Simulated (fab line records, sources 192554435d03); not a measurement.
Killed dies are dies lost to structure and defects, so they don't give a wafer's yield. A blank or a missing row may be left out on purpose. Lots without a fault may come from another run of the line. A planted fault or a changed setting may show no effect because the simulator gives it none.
Chamber matching | flow n5_finfet | N5_BEOL_M5_CO_CAP_78 on cvd_co-01: 3 sister chambers
The step material Co, precursor CCTBA/H2, target thk 2 nm, time 102.1 s. 3 wafers are shown with their chamber, then 7 later ones without.

WAFERS WITH THEIR CHAMBER
wafer  | chamber | heater_power_outer_w (W)
L119.4 | 2       | 116
L121.1 | 1       | 122
L121.2 | 0       | 138

WAFERS WITHOUT THEIR CHAMBER
wafer  | heater_power_outer_w (W)
L121.6 | 122
L128.1 | 139
L128.2 | 117
L128.3 | 120
L134.2 | 115
L134.3 | 141
L134.4 | 116

WHICH CHAMBER EACH WENT THROUGH
wafer  | from the rows above     | in truth
L121.6 | 1                       | 1
L128.1 | 0                       | 0
L128.2 | 2                       | 2
L128.3 | can't be placed: 1 or 2 | 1
L134.2 | 2                       | 2
L134.3 | 0                       | 0
L134.4 | 2                       | 2
Placed correctly: 6 of 7. Can't be placed from these rows: 1 (the true chamber is among the candidates in 1). Placed wrongly: 0.
How it was worked out, from the rows above alone: a wafer's distance from a chamber is the root of the sum, over the readings, of the square of ((its reading less the chamber's mean) divided by the reading's scatter). The wafer belongs to the nearest chamber; if the next one is less than 2 further off, it can't be placed. A chamber's mean is the mean of its shown wafers. The scatter: with one shown wafer a chamber, the root of the mean of the squares of how far each hidden wafer lies from its nearest shown one.
